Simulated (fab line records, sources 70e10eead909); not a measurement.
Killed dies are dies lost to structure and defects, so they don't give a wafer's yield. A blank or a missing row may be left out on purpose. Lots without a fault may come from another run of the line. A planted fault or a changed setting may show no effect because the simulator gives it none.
fab line records | flow nand_harc
record lots=12 wafers=36 last_day=25
route steps=1159 shown A_CONTACT@881 THIN_TSV@1136 END@1159
lots that met no fault: from a run of the same line without faults
start_h: hours from the record's first day to the start of the lot's first wafer shown | wait_h: hours since the lot's step before | " the same as in the row above | L1.1+2: a row that stands for several wafers | - no value, or no start given | * or withheld: withheld | < > ~ a bound
route shown NAME@n: a module of which the file shows steps, and the number in the route of the first | usual: mean/standard deviation of fault-free wafers | same: alike in all rows | chamber/n: place in a boat | sites: the reading at each site | _std_site: their standard deviation | _edge_site: outer sites' mean less inner sites' | radius_mm: how far each site lies from the wafer's centre | mask NAME#n: copy n | behind: the tool/chamber that last shaped the wafer | hold: why the lot was held/for how many hours/how that ended | device: the transistor (n, p or np) that didn't switch | end of line: the same wafers' tests at the end of the route | a step without rows: its recipe alone | killed: dies lost to structure and defects at the first sort, not the wafer's yield | map: a wafer's dies, x killed, . not, _ none there
set.NAME: the setting as run; set.NAME@STEP: as run at that earlier step | model.NAME: the simulator's own value behind a step, which no gauge read
steps of the route over a sample of lots; a table a step, a row a wafer
services: from which hour (start_h, from the record's first day; less than 0 if before it) a tool's chamber was out of use, for how many hours, and why
## steps
# step NHARC_A_CONTACT_ETCH_102
# recipe target_depth_a=700 overetch_a=70 time_s=38.5 ion_energy_ev=100 cf4_flow_sccm=80 o2_flow_sccm=20 ar_flow_sccm=0 rf_w=300 bias_w=100 chemistry=CF4/O2
# usual drypump_motor_current_A=5.8/0.46 mfc_ar_sccm=0.005/0.0072 o2_flow_sccm=20.00/0.065 oes_product_au=1.000/0.012 rf_vpp_V=197.3/1.5 showerhead_plenum_p_Torr=1.31/0.065 throttle_valve_pct=13.398/0.0089
# columns lot.wafer tool chamber start_h wait_h drypump_motor_current_A mfc_ar_sccm o2_flow_sccm oes_product_au rf_hours_counter_h rf_vpp_V showerhead_plenum_p_Torr throttle_valve_pct
L609.4 rie_diel-03 3 375.38 0.0 6.5 0.016 20.01 1.005 26 197.0 1.27 13.386
L609.2 " 0 " " 5.9 0 19.99 0.998 26 198.5 1.30 13.393
L609.6 " 3 " " 6.5 0.016 20.06 1.013 - 196.3 1.27 13.407
L613.3 rie_diel-03 1 380.17 0.1 5.4 0 19.98 0.991 27 199.9 1.42 13.399
L613.5 " 1 " " 5.4 0 20.00 1.001 - 199.2 1.42 13.414
L613.6 " 2 " " 5.8 0.018 20.04 1.007 - 196.6 1.34 13.396
L610.4 rie_diel-03 2 381.62 0.1 5.8 0.018 19.68 1.004 29 197.4 1.34 13.396
L610.6 " 2 " " 5.8 0.018 19.96 1.012 - 198.3 1.34 13.397
L610.5 " 3 " " 6.5 0.016 20.00 1.014 - 196.8 1.27 13.402
L616.4 rie_diel-08 2 421.76 0.1 5.0 0 20.00 0.985 43 197.3 1.26 13.404
L616.1 " 0 " " 5.4 0 19.90 0.997 40 196.4 1.27 13.375
L616.5 " 2 " " 5.0 0 19.91 0.996 - 197.2 1.26 13.392
L615.3 rie_diel-03 0 426.31 0.1 5.8 0 20.02 0.999 3 195.6 1.30 13.405
L615.1 " 2 " " 5.8 0.018 19.98 0.994 3 199.6 1.34 13.395
L615.2 " 3 " " 6.5 0.016 20.08 1.001 3 196.7 1.27 13.399
L622.1 rie_diel-13 3 443.47 0.0 6.1 0.004 19.96 1.006 61 198.9 1.42 13.395
L622.4 " 0 " " 6.1 0 19.96 1.002 54 194.4 1.25 13.395
L622.6 " 3 " " 6.2 0.004 19.92 1.006 - 199.3 1.42 13.392
L629.2 rie_diel-08 3 473.04 0.1 5.3 0 19.99 1.025 64 195.5 1.23 13.412
L629.3 " 0 " " 5.4 0 20.06 0.986 60 195.9 1.26 13.410
L629.5 " 3 " " 5.3 0 19.98 1.019 - 196.0 1.23 13.406
L627.3 rie_diel-13 3 479.38 0.1 6.1 0.004 20.06 0.979 8 200.2 1.42 13.397
L627.5 " 1 " " 6.0 0.007 20.06 0.996 - 197.1 1.29 13.390
L627.6 " 2 " " 5.0 0 20.13 0.991 - 197.5 1.29 13.404
L628.2 rie_diel-03 1 496.81 0.1 5.4 0 19.97 1.011 19 200.3 1.42 13.398
L628.4 " 0 " " 5.9 0 19.90 0.993 14 197.6 1.29 13.411
L628.5 " 1 " " 5.4 0 19.94 1.017 - 200.4 1.42 13.392
L632.1 rie_diel-03 0 512.06 0.1 5.8 0 20.01 1.007 15 195.7 1.29 13.415
L632.6 " 0 " " 5.8 0 19.92 0.999 - 198.4 1.29 13.394
L632.5 " 1 " " 5.4 0 19.96 1.014 - 198.9 1.42 13.396
L630.1 rie_diel-03 2 517.01 0.1 5.8 0.018 19.99 1.006 22 198.9 1.34 13.398
L630.3 " 3 " " 6.5 0.016 19.87 0.992 22 193.4 1.27 13.381
L630.5 " 1 " " 5.4 0 19.98 1.018 - 199.3 1.42 13.387
L631.3 rie_diel-13 0 518.49 0.1 6.1 0 20.16 0.996 21 196.9 1.25 13.410
L631.6 " 3 " " 6.1 0.004 19.98 0.970 - 200.4 1.41 13.395
L631.5 " 0 " " 6.1 0 20.05 0.989 - 197.3 1.25 13.400
# step NHARC_THIN_TSV_DEGAS_53
# recipe temp_c=300 time_s=60
# usual heater_power_w=481/31
# columns lot.wafer tool chamber start_h wait_h heater_power_w
L609.4 pvd_sputter-03 - 436.57 0.1 452
L609.2 " - " " 544
L609.6 " - " " 474
L613.3 pvd_sputter-01 - 437.93 0.1 490
L613.5 " - " " 490
L613.6 " - " " 490
L610.4 pvd_sputter-03 - 439.25 0.1 459
L610.5 " - " " 481
L610.6 " - " " 511
L616.4 pvd_sputter-01 - 485.58 0.1 473
L616.1 " - " " 505
L616.5 " - " " 479
L615.2 pvd_sputter-02 - 488.13 0.1 422
L615.1 " - " " 510
L615.3 " - " " 456
L622.1 pvd_sputter-01 - 495.21 0.1 480
L622.4 " - " " 464
L622.6 " - " " 471
L629.3 pvd_sputter-03 - 542.23 0.1 492
L629.2 " - " " 519
L629.5 " - " " 468
L627.3 pvd_sputter-03 - 550.01 0.1 494
L627.6 " - " " 533
L627.5 " - " " 499
L628.4 pvd_sputter-02 - 553.88 0.1 510
L628.2 " - " " 399
L628.5 " - " " 517
L632.1 pvd_sputter-03 - 563.82 0.1 527
L632.5 " - " " 499
L632.6 " - " " 514
L630.3 pvd_sputter-01 - 572.16 0.1 508
L630.1 " - " " 482
L630.5 " - " " 510
L631.3 pvd_sputter-01 - 578.94 0.1 499
L631.5 " - " " 487
L631.6 " - " " 461
# step NHARC_THIN_TSV_DESCUM_35
# recipe time_s=3 o2_flow_sccm=200 ar_flow_sccm=0 bias_power_w=0 chemistry=O2
# usual drypump_motor_current_A=5.6/0.32 mfc_ar_sccm=0.009/0.013 o2_flow_sccm=199.9/0.59 oes_product_au=0.995/0.011 rf_vpp_V=57.9/0.91 showerhead_plenum_p_Torr=1.91/0.089 throttle_valve_pct=11.311/0.0086
# columns lot.wafer tool chamber start_h wait_h drypump_motor_current_A mfc_ar_sccm o2_flow_sccm oes_product_au rf_hours_counter_h rf_vpp_V showerhead_plenum_p_Torr throttle_valve_pct
L609.2 rie_diel-11 1 437.88 - 5.6 0.001 199.7 0.978 5 59.2 2.05 11.316
L609.6 " 3 " " 5.8 0.006 199.8 0.996 - 59.1 1.83 11.310
L609.4 " 1 " " 5.6 0.001 200.7 0.994 - 56.9 2.05 11.306
L613.3 rie_diel-01 2 439.28 - 5.4 0 199.7 1.000 14 57.4 1.90 11.321
L613.6 " 3 " " 4.9 0.018 198.3 0.986 - 58.0 1.83 11.304
L613.5 " 0 " " 5.3 0 199.6 0.995 - 58.3 1.98 11.299
L610.4 rie_diel-11 1 440.58 - 5.6 0.001 200.9 0.984 - 58.7 2.05 11.297
L610.5 " 2 " " 6.0 0.034 199.7 0.992 - 58.1 1.78 11.328
L610.6 " 3 " " 5.7 0.006 200.1 0.999 - 56.7 1.83 11.303
L616.4 rie_diel-01 3 486.74 - 4.8 0.018 199.3 0.990 20 56.9 1.83 11.315
L616.1 " 2 " " 5.4 0 199.9 1.007 21 59.4 1.90 11.315
L616.5 " 3 " " 4.9 0.018 199.5 0.995 - 58.1 1.83 11.305
L615.2 rie_diel-11 2 489.32 - 6.1 0.034 200.0 0.999 9 57.3 1.78 11.301
L615.3 " 0 " " 5.6 0 199.2 0.992 6 57.8 1.96 11.314
L615.1 " 1 " " 5.6 0.001 200.6 0.998 9 58.2 2.05 11.317
L622.4 rie_diel-11 3 496.39 - 5.8 0.006 200.2 1.000 9 57.5 1.83 11.309
L622.1 " 2 " " 6.0 0.034 199.2 1.001 9 57.2 1.78 11.311
L622.6 " 0 " " 5.6 0 200.3 0.989 - 58.3 1.96 11.315
L629.2 rie_diel-01 2 543.41 - 5.4 0 199.1 0.996 4 56.9 1.90 11.290
L629.3 " 1 " " 5.7 0 201.0 0.991 3 57.7 1.97 11.319
L629.5 " 2 " " 5.4 0 200.0 1.006 - 58.1 1.90 11.327
L627.3 rie_diel-01 2 551.34 - 5.4 0 200.2 1.008 5 56.8 1.90 11.306
L627.5 " 3 " " 4.9 0.018 199.7 0.993 - 57.8 1.83 11.316
L627.6 " 0 " " 5.3 0 199.9 0.988 - 60.2 1.97 11.295
L628.4 rie_diel-01 0 555.18 - 5.3 0 200.0 0.981 5 58.8 1.97 11.314
L628.2 " 1 " " 5.7 0 198.6 0.992 5 58.9 1.96 11.321
L628.5 " 0 " " 5.3 0 200.4 0.979 - 56.5 1.97 11.313
L632.1 rie_diel-07 0 565.10 - 5.2 0 199.8 0.993 9 58.2 2.00 11.310
L632.6 " 0 " " 5.2 0 199.3 0.985 - 57.3 2.00 11.316
L632.5 " 1 " " 5.6 0 200.4 1.003 - 55.7 1.90 11.322
L630.1 rie_diel-07 3 573.45 - 5.9 0.033 200.5 1.018 9 59.5 1.85 11.320
L630.3 " 0 " " 5.2 0 200.5 0.979 10 58.2 2.00 11.305
L630.5 " 0 " " 5.2 0 200.8 0.979 - 57.0 2.00 11.322
L631.3 rie_diel-11 0 580.23 - 5.6 0 200.0 0.982 2 57.6 1.96 11.321
L631.5 " 0 " " 5.6 0 200.3 0.975 - 59.6 1.96 11.332
L631.6 " 1 " " 5.6 0.001 200.4 1.006 - 58.1 2.05 11.306
# step NHARC_THIN_TSV_STRIP_56
# recipe power_w=1500 temp_c=250 chemistry=O2
# usual drypump_motor_current_A=5.7/0.46 heater_power_w=350/27
# columns lot.wafer tool chamber start_h wait_h drypump_motor_current_A heater_power_w rf_hours_counter_h
L609.2 plasma_asher-01 0 438.36 0.1 4.9 335 54
L609.4 " 0 " " 5.0 343 -
L609.6 " 0 " " 5.0 352 -
L613.3 plasma_asher-02 1 440.07 0.2 5.9 344 -
L613.6 " 1 " " 5.9 343 -
L613.5 " 0 " " 6.2 325 -
L610.4 plasma_asher-01 0 441.18 0.2 5.0 344 -
L610.6 " 1 " " 5.8 394 -
L610.5 " 0 " " 4.9 344 -
L616.1 plasma_asher-01 0 487.23 0.1 4.9 334 7
L616.4 " 0 " " 4.9 331 -
L616.5 " 1 " " 5.7 389 -
L615.1 plasma_asher-02 1 490.03 0.3 5.9 341 42
L615.2 " 0 " " 6.2 331 42
L615.3 " 1 " " 5.9 346 -
L622.1 plasma_asher-02 0 496.92 0.1 6.2 321 45
L622.4 " 1 " " 5.9 347 -
L622.6 " 1 " " 5.9 345 -
L629.2 plasma_asher-01 1 544.23 0.2 5.7 393 29
L629.3 " 0 " " 4.9 329 -
L629.5 " 1 " " 5.7 384 -
L627.3 plasma_asher-01 1 552.00 0.3 5.8 387 -
L627.6 " 0 " " 4.9 325 -
L627.5 " 1 " " 5.8 381 -
L628.2 plasma_asher-02 1 555.66 0.1 5.9 378 5
L628.4 " 1 " " 5.9 371 -
L628.5 " 1 " " 5.9 375 -
L632.1 plasma_asher-02 1 565.58 0.1 5.8 370 7
L632.5 " 1 " " 5.8 373 -
L632.6 " 0 " " 6.2 322 -
L630.1 plasma_asher-01 0 573.98 0.1 4.9 336 40
L630.3 " 0 " " 5.0 336 -
L630.5 " 0 " " 5.0 333 -
L631.3 plasma_asher-01 0 580.80 0.2 4.9 340 -
L631.6 " 0 " " 4.9 333 -
L631.5 " 1 " " 5.8 384 -
# step NHARC_END_SORT_01
# recipe temp_c=25
# usual killed_at_array=27/11 killed_at_other=0.7/1.1 killed_at_periphery=3.6/2.4 killed_dies=32/11 killed_open=3.3/1.8 killed_short=2.1/1.5
# same gross_dies=677
# columns lot.wafer tool chamber start_h wait_h killed_at_array killed_at_other killed_at_periphery killed_dies killed_open killed_short
L615.1 prober-02 0 509.92 2.5 108 0 0 108 3 3
L615.2 prober-02 0 510.73 2.8 28 1 4 33 7 2
L615.3 prober-02 0 511.53 3.1 34 3 3 40 5 3
# killed by level:class
L615.1 A_CONTACT:unspecified=79 A_CHANNEL_HOLE_D1:chamber_film_flake=14 A_STAIRCASE:chamber_film_flake=5 A_CONTACT:chamber_film_flake=3 A_ONON_D1:geometric_particle:open=1 A_CHANNEL_HOLE_D1:geometric_particle:open=1 A_CHANNEL_FILL_D1:geometric_particle:short=1 A_CONTACT:geometric_particle:short=1
L615.2 A_CHANNEL_HOLE_D1:chamber_film_flake=16 A_CONTACT:chamber_film_flake=4 A_CONTACT:geometric_particle:open=2 A_M0:geometric_particle:open=2 P_CONTACT:geometric_particle:open=1 P_M0:geometric_particle:open=1 A_SGD_CUT:geometric_particle:short=1 A_WL_FILL:geometric_particle:short=1
L615.3 A_CHANNEL_HOLE_D1:chamber_film_flake=21 A_CONTACT:chamber_film_flake=6 THIN_TSV:chamber_film_flake=3 P_CONTACT:geometric_particle:open=1 P_CONTACT:geometric_particle:short=1 P_M1:geometric_particle:open=1 A_CHANNEL_HOLE_D1:geometric_particle:short=1 A_WL_FILL:geometric_particle:short=1
## services
# columns tool chamber start_h hours kind
rie_diel-11 3 355.45 3.2 repair
plasma_asher-02 - 360.00 9.0 pm
rie_diel-11 - 366.50 9.0 pm
pvd_sputter-02 - 392.07 10.0 pm
rie_diel-03 - 392.31 9.0 pm
plasma_asher-02 - 406.76 1.2 repair
rie_diel-01 0 417.19 1.7 repair
rie_diel-11 0 426.00 19.1 repair
rie_diel-03 0 443.50 13.9 repair
rie_diel-01 0 443.66 13.7 repair
plasma_asher-01 - 453.03 9.0 pm
rie_diel-13 - 453.05 9.0 pm
rie_diel-03 3 454.87 3.4 repair
rie_diel-01 1 457.88 3.1 repair
rie_diel-13 3 489.67 2.4 repair
rie_diel-01 - 491.80 9.0 pm
pvd_sputter-03 - 498.34 10.0 pm
pvd_sputter-01 - 514.00 10.0 pm
rie_diel-13 0 525.76 2.4 repair
rie_diel-11 0 533.59 15.8 repair
plasma_asher-02 - 537.00 9.0 pm
rie_diel-11 - 543.50 9.0 pm
rie_diel-13 1 545.22 10.3 repair
rie_diel-03 - 569.31 9.0 pm
## key
first_sign step=NHARC_END_SORT_01 reading=killed_at_array direction=up sigmas=7.5 usual=27 struck=108
effect step=NHARC_END_SORT_01 reading=killed_dies direction=up sigmas=6.9 usual=32 struck=108
more_kills_born_at NHARC_A_CONTACT_ETCH_102@rie_diel-03=79
met_at NHARC_A_CONTACT_ETCH_102
struck_lots L615
struck_wafers L615.1
tester_left_out L615
not_acting_at NHARC_THIN_TSV_DEGAS_53,NHARC_THIN_TSV_DESCUM_35,NHARC_THIN_TSV_STRIP_56
onset_between 381.62 426.31
fault kind=chamber_particle_source tool=rie_diel-03 chamber=2 onset_h=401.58 steps=NHARC_A_CONTACT_ETCH_102 rate_per_visit_cm2=0.93022 end_h=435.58
# tester_left_out: of these lots the tester's yield and bins aren't shown, on N5 and GAA mostly nor the transistor test; their killed dies are dies lost to structure and defects alone, not to doping, threshold or leakage, so they don't give the yield
